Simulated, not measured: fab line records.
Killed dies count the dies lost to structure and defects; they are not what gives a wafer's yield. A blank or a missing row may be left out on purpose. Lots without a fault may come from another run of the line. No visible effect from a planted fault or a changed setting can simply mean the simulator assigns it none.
Matching of chambers + flow n5_finfet + N5_BEOL_M12_VIA_ETCH_16 on rie_diel-05 has 4 sister chambers
The step etches SiOC in C4F8/O2/Ar, target depth 724.8 nm. 16 wafers are shown with their chamber, then 8 later ones without.

WAFERS, EACH WITH ITS CHAMBER
| wafer  | chamber | showerhead_plenum_p_Torr (Torr) | drypump_motor_current_A (A) | oes_product_au (a.u.) |
|--------|---------|---------------------------------|-----------------------------|-----------------------|
| L081.1 | 3       | 3.33                            | 5.3                         | 0.77                  |
| L081.2 | 0       | 3.41                            | 5.2                         | 0.67                  |
| L081.5 | 0       | 3.41                            | 5.2                         | 0.68                  |
| L083.2 | 2       | 3.43                            | 5.4                         | 0.64                  |
| L083.3 | 3       | 3.33                            | 5.3                         | 0.77                  |
| L083.4 | 1       | 3.34                            | 6.4                         | 0.72                  |
| L082.2 | 3       | 3.33                            | 5.2                         | 0.77                  |
| L082.5 | 0       | 3.41                            | 5.3                         | 0.67                  |
| L082.6 | 1       | 3.34                            | 6.4                         | 0.72                  |
| L078.2 | 2       | 3.43                            | 5.4                         | 0.64                  |
| L078.4 | 3       | 3.33                            | 5.2                         | 0.76                  |
| L078.6 | 3       | 3.33                            | 5.2                         | 0.77                  |
| L086.3 | 0       | 3.41                            | 5.3                         | 0.67                  |
| L086.4 | 1       | 3.34                            | 6.4                         | 0.71                  |
| L086.5 | 2       | 3.43                            | 5.4                         | 0.65                  |
| L091.1 | 2       | 3.42                            | 5.4                         | 0.63                  |

SIGNATURES, as means of the wafers listed above
| reading                  | chamber 0 | chamber 1 | chamber 2 | chamber 3 | scatter within a chamber |
|--------------------------|-----------|-----------|-----------|-----------|--------------------------|
| showerhead_plenum_p_Torr | 3.4100    | 3.3400    | 3.4275    | 3.3300    | 0.0025                   |
| drypump_motor_current_A  | 5.250     | 6.400     | 5.400     | 5.240     | 0.0428                   |
| oes_product_au           | 0.6725    | 0.7167    | 0.6400    | 0.7680    | 0.00593                  |
Rule: for a wafer and a chamber, the distance is found by dividing, reading by reading, the gap between the wafer's reading and the chamber's mean by the reading's scatter, squaring, summing and taking the root. If the next closest chamber is less than 2 further off than the closest, the wafer can't be placed; otherwise it belongs to the closest. How the scatter is found: for the shown wafers, subtract from each reading the mean of its chamber, square and add these, divide the total by (wafers less chambers), then take the root.

WAFERS WHOSE CHAMBER IS MISSING
| wafer  | showerhead_plenum_p_Torr (Torr) | drypump_motor_current_A (A) | oes_product_au (a.u.) |
|--------|---------------------------------|-----------------------------|-----------------------|
| L091.2 | 3.40                            | 5.3                         | 0.66                  |
| L091.4 | 3.33                            | 6.4                         | 0.70                  |
| L093.1 | 3.33                            | 6.4                         | 0.70                  |
| L093.5 | 3.33                            | 6.4                         | 0.70                  |
| L093.6 | 3.32                            | 5.3                         | 0.74                  |
| L096.2 | 3.40                            | 5.3                         | 0.66                  |
| L096.3 | 3.41                            | 5.3                         | 0.62                  |
| L096.4 | 3.31                            | 5.2                         | 0.73                  |

CHAMBER TAKEN BY EACH
| wafer  | from the rows above     | in truth |
|--------|-------------------------|----------|
| L091.2 | 0                       | 0        |
| L091.4 | 1                       | 1        |
| L093.1 | 1                       | 1        |
| L093.5 | 1                       | 1        |
| L093.6 | 3                       | 3        |
| L096.2 | 0                       | 0        |
| L096.3 | can't be placed: 2 or 0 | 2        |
| L096.4 | 3                       | 3        |
7 of 8 placed correctly. Cannot be placed on the basis of these rows: 1; the candidates contain the true chamber in 1. Wrongly placed: 0.
